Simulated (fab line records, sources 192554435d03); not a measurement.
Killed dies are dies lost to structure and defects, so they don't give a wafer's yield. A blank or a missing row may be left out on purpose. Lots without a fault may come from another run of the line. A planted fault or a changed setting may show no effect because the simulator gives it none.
Split-lot experiment | flow n5_finfet | 7 lots, 21 wafers read, on a route of 1938 steps

THE SPLIT
At N5_BEOL_M3_ETCH_41 (etches SiCN in CH3F/O2, target depth 29.9 nm, time 52.5 s), the setting target_depth_a was moved away from the recipe's 299 angstrom on 11 of the 21 wafers read, by -9.2% to +9.0%. The other wafers ran this setting at the recipe's value.

The reading is taken at the split's own step.

THE READING
etch.depth_nm (the simulator's own value, which no gauge read), in nm, at N5_BEOL_M3_ETCH_41 (etches SiCN in CH3F/O2, target depth 29.9 nm, time 52.5 s). The file gives no usual value for it. The 10 wafers here that ran the recipe average 19.98 nm, standard deviation 0.3 nm.

wafer  | tool, chamber at the split | target_depth_a as run, angstrom | against the recipe | etch.depth_nm, nm | against lot-mates on the recipe
L081.1 | rie_diel-01, 1             | 322                             | +7.7%              | 21.64             | +1.64
L081.2 | rie_diel-01, 2             | 299                             | recipe             | 20                | -
L081.3 | rie_diel-01, 3             | 322                             | +7.7%              | 21.29             | +1.29
L083.2 | rie_diel-04, 2             | 323.2                           | +8.1%              | 22.17             | +1.51
L083.3 | rie_diel-04, 3             | 323.2                           | +8.1%              | 22.34             | +1.68
L083.4 | rie_diel-04, 3             | 299                             | recipe             | 20.66             | -
L087.1 | rie_diel-05, 3             | 325.3                           | +8.8%              | 21.45             | +1.39
L087.2 | rie_diel-05, 0             | 325.3                           | +8.8%              | 21.29             | +1.23
L087.4 | rie_diel-05, 2             | 299                             | recipe             | 20.06             | -
L091.1 | rie_diel-01, 3             | 299                             | recipe             | 19.6              | -
L091.2 | rie_diel-01, 2             | 299                             | recipe             | 19.89             | -
L091.5 | rie_diel-01, 2             | 299                             | recipe             | 19.97             | -
L093.2 | rie_diel-04, 1             | 271.5                           | -9.2%              | 18.54             | -1.77
L093.3 | rie_diel-04, 0             | 271.5                           | -9.2%              | 18.51             | -1.80
L093.4 | rie_diel-04, 0             | 299                             | recipe             | 20.31             | -
L094.1 | rie_diel-05, 1             | 326                             | +9.0%              | 21.37             | +1.53
L094.2 | rie_diel-05, 2             | 299                             | recipe             | 19.84             | -
L094.4 | rie_diel-05, 0             | 326                             | +9.0%              | 21.04             | +1.20
L096.1 | rie_diel-01, 0             | 322.5                           | +7.9%              | 21.32             | +1.59
L096.2 | rie_diel-01, 2             | 299                             | recipe             | 19.58             | -
L096.3 | rie_diel-01, 1             | 299                             | recipe             | 19.88             | -

THE FIT
A straight line over all 21 wafers: etch.depth_nm changes by +0.176 nm for each +1% of target_depth_a; r = +0.94; the points scatter about the line by 0.39 nm.
The same after taking each lot's own level away (the mean of its wafers on the recipe; 21 wafers): +0.179 nm for each +1%; r = +0.98; scatter 0.18 nm.
On that fit, the largest move of target_depth_a shifts the reading by 1.7 nm.
The lots' own levels span 19.730 to 20.660 nm, that is 3.1 times the standard deviation above.
So the lot-to-lot level changes the slope little: the two slopes agree.
Check: with one of the wafers moved furthest among these (-9.2%) left out of the fit, the line predicts -1.65 nm for it against its lot-mates. It came out at -1.77 nm against them.

OTHER SPLITS ON THESE WAFERS
These wafers also went through other splits before the reading. Each is held against what the fit with the lots' levels taken away leaves over:
other split on the same wafers | wafers away from the commonest value | r with etch.depth_nm (lot level and that fit taken away)
N5_BEOL_M3_COAT_73 temp_c      | 8                                    | +0.07

THE FILE'S OWN FIT
etch.depth_nm changes by +0.179 nm for each +1% of target_depth_a, r = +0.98.
